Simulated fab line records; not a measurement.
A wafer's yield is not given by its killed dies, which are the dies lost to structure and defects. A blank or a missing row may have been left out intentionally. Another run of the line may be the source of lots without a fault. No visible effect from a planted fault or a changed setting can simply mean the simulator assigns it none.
Split-lot study / flow n5 finfet / on a route of 1938 steps: 7 lots, 21 wafers read

== ABOUT THE SPLIT ==
At N5_BEOL_M10_VIA_ETCH_34 (etches SiCOH lowk in C4F6/O2, target depth 184.5 nm, time 69.2 s), the setting source w was moved away from the recipe's 345 W on 5 of the 21 wafers read, by -15.9% to +14.7%. This setting was run at the recipe's value on the other wafers.

The split's own step is where the reading is taken.

== THE READING ==
rf vpp V, in V, at N5_BEOL_M10_VIA_ETCH_34 (etches SiCOH lowk in C4F6/O2, target depth 184.5 nm, time 69.2 s). Fault-free wafers of this fab line usually give 665 V, standard deviation 13 V.

wafer=L076.2; tool, chamber at the split=rie diel-01, 1; source w as run, W=290.3; against the recipe=-15.9%; rf vpp V, V=749; against lot-mates on the recipe=+81
wafer=L076.4; tool, chamber at the split=rie diel-01, 2; source w as run, W=345; against the recipe=recipe; rf vpp V, V=660; against lot-mates on the recipe=-
wafer=L076.6; tool, chamber at the split=rie diel-01, 3; source w as run, W=345; against the recipe=recipe; rf vpp V, V=676; against lot-mates on the recipe=-
wafer=L075.1; tool, chamber at the split=rie diel-01, 3; source w as run, W=345; against the recipe=recipe; rf vpp V, V=673; against lot-mates on the recipe=-
wafer=L075.3; tool, chamber at the split=rie diel-01, 2; source w as run, W=345; against the recipe=recipe; rf vpp V, V=659; against lot-mates on the recipe=-
wafer=L075.6; tool, chamber at the split=rie diel-01, 3; source w as run, W=324.2; against the recipe=-6.0%; rf vpp V, V=696; against lot-mates on the recipe=+30
wafer=L084.2; tool, chamber at the split=rie diel-01, 1; source w as run, W=345; against the recipe=recipe; rf vpp V, V=685; against lot-mates on the recipe=-
wafer=L084.5; tool, chamber at the split=rie diel-01, 0; source w as run, W=345; against the recipe=recipe; rf vpp V, V=679; against lot-mates on the recipe=-
wafer=L084.6; tool, chamber at the split=rie diel-01, 1; source w as run, W=345; against the recipe=recipe; rf vpp V, V=684; against lot-mates on the recipe=-
wafer=L085.2; tool, chamber at the split=rie diel-03, 2; source w as run, W=345; against the recipe=recipe; rf vpp V, V=653; against lot-mates on the recipe=-
wafer=L085.4; tool, chamber at the split=rie diel-03, 0; source w as run, W=345; against the recipe=recipe; rf vpp V, V=670; against lot-mates on the recipe=-
wafer=L085.6; tool, chamber at the split=rie diel-03, 2; source w as run, W=345; against the recipe=recipe; rf vpp V, V=653; against lot-mates on the recipe=-
wafer=L089.3; tool, chamber at the split=rie diel-01, 3; source w as run, W=345; against the recipe=recipe; rf vpp V, V=673; against lot-mates on the recipe=-
wafer=L089.5; tool, chamber at the split=rie diel-01, 2; source w as run, W=345; against the recipe=recipe; rf vpp V, V=659; against lot-mates on the recipe=-
wafer=L089.6; tool, chamber at the split=rie diel-01, 0; source w as run, W=345; against the recipe=recipe; rf vpp V, V=679; against lot-mates on the recipe=-
wafer=L091.2; tool, chamber at the split=rie diel-03, 2; source w as run, W=395.7; against the recipe=+14.7%; rf vpp V, V=609; against lot-mates on the recipe=-47
wafer=L091.4; tool, chamber at the split=rie diel-03, 1; source w as run, W=395.7; against the recipe=+14.7%; rf vpp V, V=612; against lot-mates on the recipe=-44
wafer=L091.6; tool, chamber at the split=rie diel-03, 1; source w as run, W=345; against the recipe=recipe; rf vpp V, V=656; against lot-mates on the recipe=-
wafer=L097.1; tool, chamber at the split=rie diel-03, 1; source w as run, W=345; against the recipe=recipe; rf vpp V, V=657; against lot-mates on the recipe=-
wafer=L097.3; tool, chamber at the split=rie diel-03, 3; source w as run, W=312.6; against the recipe=-9.4%; rf vpp V, V=689; against lot-mates on the recipe=+26
wafer=L097.5; tool, chamber at the split=rie diel-03, 0; source w as run, W=345; against the recipe=recipe; rf vpp V, V=669; against lot-mates on the recipe=-

FIT RESULTS
A straight line over all 21 wafers: rf vpp V changes by -4.13 V for each +1% of source w; r = -0.92; the points scatter about the line by 11 V.
The same after taking each lot's own level away (the mean of its wafers on the recipe; 21 wafers): -3.77 V for each +1%; r = -0.94; scatter 8.7 V.
That fit puts the effect of the largest move of source w on the reading at 60 V.
Across the lots, their own levels run from 656.0 to 682.7 V, a range of 2.1 times the standard deviation given above.
The two slopes agree, so the slope changes little with the lot-to-lot level.
Check: with one of the wafers moved furthest among these (-15.9%) left out of the fit, the line predicts +50.9 V for it against its lot-mates. It came out at +81 V against them.
Tool readings at the split's step, against how far the setting was moved: rf vpp V r = -0.92.

== OTHER SPLITS APPLIED TO THESE WAFERS ==
Note: prior to the reading, these wafers also went through further splits. Each is held against what the fit with the lots' levels taken away leaves over:
other split on the same wafers=N5_BEOL_M4_EXPOSE_25 dose mj; wafers away from the commonest value=8; r with rf vpp V (lot level and that fit taken away)=-0.02
other split on the same wafers=N5_BEOL_M7_ETCH_66 bias w; wafers away from the commonest value=8; r with rf vpp V (lot level and that fit taken away)=-0.01
other split on the same wafers=N5_BEOL_M8_ETCH_62 bias w; wafers away from the commonest value=3; r with rf vpp V (lot level and that fit taken away)=-0.05
other split on the same wafers=N5_BEOL_M9_EXPOSE_25 dose mj; wafers away from the commonest value=6; r with rf vpp V (lot level and that fit taken away)=-0.04
other split on the same wafers=N5_BEOL_M9_ETCH_66 bias w; wafers away from the commonest value=4; r with rf vpp V (lot level and that fit taken away)=-0.09
other split on the same wafers=N5_BEOL_M10_ETCH_62 time s; wafers away from the commonest value=8; r with rf vpp V (lot level and that fit taken away)=-0.01

== THE FILE'S OWN FIT ==
rf vpp V changes by -4.01 V for each +1% of source w, r = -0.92.
